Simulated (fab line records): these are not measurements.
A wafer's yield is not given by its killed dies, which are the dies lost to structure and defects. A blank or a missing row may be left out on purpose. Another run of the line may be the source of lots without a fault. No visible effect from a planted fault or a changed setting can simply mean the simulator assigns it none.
Split-lot trial | flow n5 finfet | 7 lots, 21 wafers read, on a route of 1938 steps

THE SPLIT
At N5_HKMG_FIN_PEB_47 (peb time 60 s), the setting peb time s was moved away from the recipe's 60 s on 5 of the 21 wafers read, by -11.3% to +20.4%. All remaining wafers had this setting at the recipe value.

SPLIT TO READING: what lies between them in the file, 1 step
- N5_HKMG_FIN_DEVELOP_48: develop time 30 s

THE READING
cd nm, in nm, at N5_HKMG_FIN_CD_MEAS_49 (target cd 202 nm). On this fab line, fault-free wafers typically give 202.4 nm with a standard deviation of 0.7 nm.

wafer  | tool, chamber at the split | peb time s as run, s | against the recipe | cd nm, nm | against lot-mates on the recipe
L074.1 | litho track-05, 0          | 69.47                | +15.8%             | 207.3     | +5.0
L074.2 | litho track-05, 0          | 60                   | recipe             | 202.3     | -
L074.4 | litho track-05, 0          | 69.47                | +15.8%             | 206.7     | +4.4
L075.2 | litho track-02, 0          | 72.23                | +20.4%             | 207.3     | +4.2
L075.4 | litho track-02, 0          | 60                   | recipe             | 203.1     | -
L075.6 | litho track-02, 0          | 72.23                | +20.4%             | 208.1     | +5.0
L082.2 | litho track-03, 0          | 60                   | recipe             | 202.4     | -
L082.3 | litho track-03, 0          | 60                   | recipe             | 202.0     | -
L082.4 | litho track-03, 0          | 60                   | recipe             | 202.3     | -
L085.2 | litho track-02, 0          | 53.23                | -11.3%             | 199.4     | -4.2
L085.4 | litho track-02, 0          | 60                   | recipe             | 203.6     | -
L085.5 | litho track-02, 0          | 60                   | recipe             | 203.7     | -
L088.2 | litho track-02, 0          | 60                   | recipe             | 203.0     | -
L088.4 | litho track-02, 0          | 60                   | recipe             | 203.1     | -
L088.6 | litho track-02, 0          | 60                   | recipe             | 203.1     | -
L091.1 | litho track-05, 0          | 60                   | recipe             | 201.4     | -
L091.2 | litho track-05, 0          | 60                   | recipe             | 202.7     | -
L091.6 | litho track-05, 0          | 60                   | recipe             | 201.3     | -
L097.2 | litho track-03, 0          | 60                   | recipe             | 202.3     | -
L097.4 | litho track-03, 0          | 60                   | recipe             | 203.2     | -
L097.5 | litho track-03, 0          | 60                   | recipe             | 202.3     | -

FIT RESULTS
A straight line over all 21 wafers: cd nm changes by +0.263 nm for each +1% of peb time s; r = +0.96; the points scatter about the line by 0.66 nm.
The same after taking each lot's own level away (the mean of its wafers on the recipe; 21 wafers): +0.267 nm for each +1%; r = +0.97; scatter 0.54 nm.
The reading moves by 5.5 nm for the largest change in peb time s, on that fit.
Across the lots, their own levels run from 201.80 to 203.65 nm, a range of 2.6 times the standard deviation given above.
The two slopes are in agreement: the lot-to-lot level therefore moves the slope only a little.
Check: with one of the wafers moved furthest among these (+20.4%) left out of the fit, the line predicts +5.82 nm for it against its lot-mates. Against them it came out at +4.2 nm.

OTHER SPLITS APPLIED TO THESE WAFERS
These wafers also went through other splits before the reading. Each is held against what the fit with the lots' levels taken away leaves over:
other split on the same wafers            | wafers away from the commonest value | r with cd nm (lot level and that fit taken away)
N5_WELL_APT_PEB_06 peb temp c             | 3                                    | -0.45
N5_WELL_APT_DEVELOP_07 develop time s     | 5                                    | -0.10
N5_PMOS_HMC_CHANNEL_EPI_EXPOSE_06 dose mj | 7                                    | -0.20
N5_FIN_CUT_COAT_29 spin rpm               | 6                                    | +0.50
N5_SD_EPI_N_EPI_21 epi growth time s      | 6                                    | +0.29
N5_SD_EPI_P_COAT_34 spin rpm              | 6                                    | -0.01
N5_SDB_COAT_04 spin rpm                   | 7                                    | +0.36

FILE'S OWN FIT
cd nm changes by +0.273 nm for each +1% of peb time s, r = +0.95.
